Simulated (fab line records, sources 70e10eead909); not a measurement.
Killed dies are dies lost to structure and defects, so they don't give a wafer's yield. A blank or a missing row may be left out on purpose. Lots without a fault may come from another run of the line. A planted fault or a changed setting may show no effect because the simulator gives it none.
Which tool did it? | flow nand_harc | 24 lots, 72 wafers sampled, at 3 steps of a route of 1302

WHAT THE GAUGES READ, wafer by wafer
NHARC_A_DECK1_JOINT_THK_MEAS_17: measures by ellipsometry. Usual: thk_nm 44.9 nm, standard deviation 1.1.
lot  | measured     | on            | thk_nm (nm)    | flag
L074 | day 11 23:52 | film_metro-01 | 44.6 45.2 46.2 |
L076 | day 12 16:49 | film_metro-02 | 43.2 44.1 47.0 |
L075 | day 12 16:58 | film_metro-01 | 44.2 43.8 44.9 |
L077 | day 13 16:09 | film_metro-02 | 45.9 45.9 46.2 |
L078 | day 13 21:43 | film_metro-02 | 46.6 45.6 45.8 |
L079 | day 14 03:16 | film_metro-01 | 43.8 44.7 44.3 |
L080 | day 14 20:04 | film_metro-02 | 44.2 45.2 44.6 |
L081 | day 15 06:05 | film_metro-02 | 42.1 44.3 46.0 |
L082 | day 16 01:31 | film_metro-01 | 45.3 46.6 44.8 |
L083 | day 16 01:31 | film_metro-02 | 44.0 46.0 44.9 |
L084 | day 16 14:04 | film_metro-01 | 43.6 46.0 43.8 |
L085 | day 17 00:11 | film_metro-01 | 46.6 44.4 46.0 |
L086 | day 17 17:32 | film_metro-01 | 46.4 44.0 44.3 |
L087 | day 18 06:16 | film_metro-02 | 44.7 44.9 44.5 |
L088 | day 18 14:13 | film_metro-01 | 45.2 47.4 45.3 |
L089 | day 18 14:13 | film_metro-02 | 45.0 44.7 43.0 |
L090 | day 18 23:25 | film_metro-01 | 45.5 46.4 44.1 |
L091 | day 19 09:32 | film_metro-02 | 45.2 44.0 44.2 |
L092 | day 19 16:41 | film_metro-01 | 44.5 43.4 44.0 |
L093 | day 20 19:12 | film_metro-01 | 42.7 43.4 45.6 |
L094 | day 21 07:23 | film_metro-01 | 45.8 45.6 44.6 |
L096 | day 21 21:18 | film_metro-01 | 45.0 43.3 44.4 |
L095 | day 21 21:19 | film_metro-02 | 45.5 44.8 46.6 |
L097 | day 21 21:29 | film_metro-01 | 46.1 45.9 46.8 |

NHARC_A_ONON_D2_THK_MEAS_34: measures by ellipsometry. Usual: thk_nm 199.1 nm, standard deviation 2.5.
lot  | measured     | on            | thk_nm (nm)       | flag
L074 | day 12 17:56 | film_metro-01 | 198.4 201.6 201.4 |
L076 | day 13 05:58 | film_metro-02 | 197.6 197.0 199.3 |
L075 | day 13 05:59 | film_metro-01 | 194.8 200.3 198.7 |
L077 | day 14 05:07 | film_metro-01 | 197.9 201.9 197.0 |
L078 | day 14 12:31 | film_metro-02 | 196.0 197.5 200.4 |
L079 | day 14 17:48 | film_metro-01 | 200.5 197.8 202.3 |
L080 | day 15 09:56 | film_metro-01 | 198.7 194.6 200.2 |
L081 | day 15 20:21 | film_metro-02 | 198.7 201.1 204.5 |
L082 | day 16 14:34 | film_metro-01 | 197.9 201.5 198.7 |
L083 | day 16 14:45 | film_metro-01 | 195.2 197.7 201.1 |
L084 | day 17 03:38 | film_metro-01 | 195.1 201.6 199.6 |
L085 | day 17 13:17 | film_metro-01 | 190.7 194.0 197.7 |
L086 | day 18 06:58 | film_metro-02 | 201.3 201.0 202.9 |
L087 | day 18 19:19 | film_metro-02 | 199.6 199.6 205.4 |
L088 | day 19 03:23 | film_metro-01 | 198.5 198.5 196.0 |
L089 | day 19 03:25 | film_metro-02 | 197.5 201.0 200.5 |
L090 | day 19 12:41 | film_metro-02 | 197.6 200.6 200.4 |
L091 | day 19 22:58 | film_metro-01 | 200.8 194.9 200.6 |
L092 | day 20 06:23 | film_metro-02 | 203.8 203.6 202.1 |
L093 | day 21 08:31 | film_metro-01 | 196.7 199.9 199.6 |
L094 | day 21 20:55 | film_metro-02 | 196.8 199.2 199.3 |
L096 | day 22 10:59 | film_metro-01 | 197.7 202.7 202.4 |
L095 | day 22 10:57 | film_metro-02 | 201.7 199.0 200.7 |
L097 | day 22 10:57 | film_metro-01 | 198.0 198.4 200.7 |

WHICH TOOL RAN EACH LOT (tool, then ch and the chambers of the sampled wafers, then the start)
lot  | NHARC_A_ONON_D2_DEP_33
L074 | pecvd-02 ch 0,1, day 12 17:32
L076 | pecvd-01 ch 0,1,2, day 13 05:34
L075 | pecvd-02 ch 0,1,2, day 13 05:35
L077 | pecvd-04 ch 1,2, day 14 04:44
L078 | pecvd-02 ch 0,1, day 14 11:59
L079 | pecvd-01 ch 0,1,2, day 14 17:23
L080 | pecvd-04 ch 1,2, day 15 09:23
L081 | pecvd-01 ch 0,1, day 15 19:56
L082 | pecvd-02 ch 0,2, day 16 14:12
L083 | pecvd-04 ch 0,2, day 16 14:20
L084 | pecvd-01 ch 0,1,2, day 17 03:16
L085 | pecvd-01 ch 0,1,2, day 17 12:52
L086 | pecvd-01 ch 0,1,2, day 18 06:41
L087 | pecvd-02 ch 0,1,2, day 18 18:59
L088 | pecvd-01 ch 0,1,2, day 19 02:58
L089 | pecvd-02 ch 0,2, day 19 03:02
L090 | pecvd-04 ch 0,2, day 19 12:22
L091 | pecvd-02 ch 1,2, day 19 22:33
L092 | pecvd-01 ch 1,2, day 20 06:04
L093 | pecvd-01 ch 0,1, day 21 08:11
L094 | pecvd-04 ch 1,2, day 21 20:33
L096 | pecvd-02 ch 0,1, day 22 10:34
L095 | pecvd-04 ch 0,1,2, day 22 10:40
L097 | pecvd-01 ch 0,1, day 22 10:35
- NHARC_A_ONON_D2_DEP_33: deposits SiO2, target thk 200 nm.

WHAT THE TOOLS THEMSELVES READ (means of the sampled wafers that have a number; where no wafer has one, the mark that the record gives instead)
NHARC_A_ONON_D2_DEP_33. Usual: heater_power_w 556 W, standard deviation 81; throttle_valve_pct 16.0 %, standard deviation 0.55.
lot  | tool     | heater_power_w (W) | throttle_valve_pct (%) | flag
L074 | pecvd-02 | 564                | 16.0                   |
L076 | pecvd-01 | 516                | 16.2                   |
L075 | pecvd-02 | 577                | 15.9                   |
L077 | pecvd-04 | 488                | 15.9                   |
L078 | pecvd-02 | 660                | 16.1                   |
L079 | pecvd-01 | 560                | 16.0                   |
L080 | pecvd-04 | 515                | 16.0                   |
L081 | pecvd-01 | 625                | 16.6                   |
L082 | pecvd-02 | 543                | 15.7                   |
L083 | pecvd-04 | 514                | 15.7                   |
L084 | pecvd-01 | 566                | 16.2                   |
L085 | pecvd-01 | 567                | 16.1                   |
L086 | pecvd-01 | 559                | 16.3                   |
L087 | pecvd-02 | 578                | 15.7                   |
L088 | pecvd-01 | 561                | 16.1                   |
L089 | pecvd-02 | 521                | 15.1                   |
L090 | pecvd-04 | 522                | 15.8                   |
L091 | pecvd-02 | 477                | 16.2                   |
L092 | pecvd-01 | 527                | 16.0                   |
L093 | pecvd-01 | 528                | 16.3                   |
L094 | pecvd-04 | 598                | 15.8                   |
L096 | pecvd-02 | 531                | 16.4                   |
L095 | pecvd-04 | 516                | 15.7                   |
L097 | pecvd-01 | 589                | 16.2                   |

THE ANSWER, worked out from the rows above alone
Rule: a lot is off if the mean of its wafers that have a number lies more than 3 standard deviations from the usual mean. A lot without any number at a reading at which 4 lots or more have one is off too. The other lots that the step has rows for count as sound. The gauges are gone through in route order, then the tools' own readings, and for those a lot's mean is taken as printed above. The first step at which some lot is off is used, and at that step the reading that is off furthest; a lot without a number counts as furthest.
No lot is off at any reading shown: from this, nothing can be told.

WHAT THE SIMULATOR HAD PUT IN
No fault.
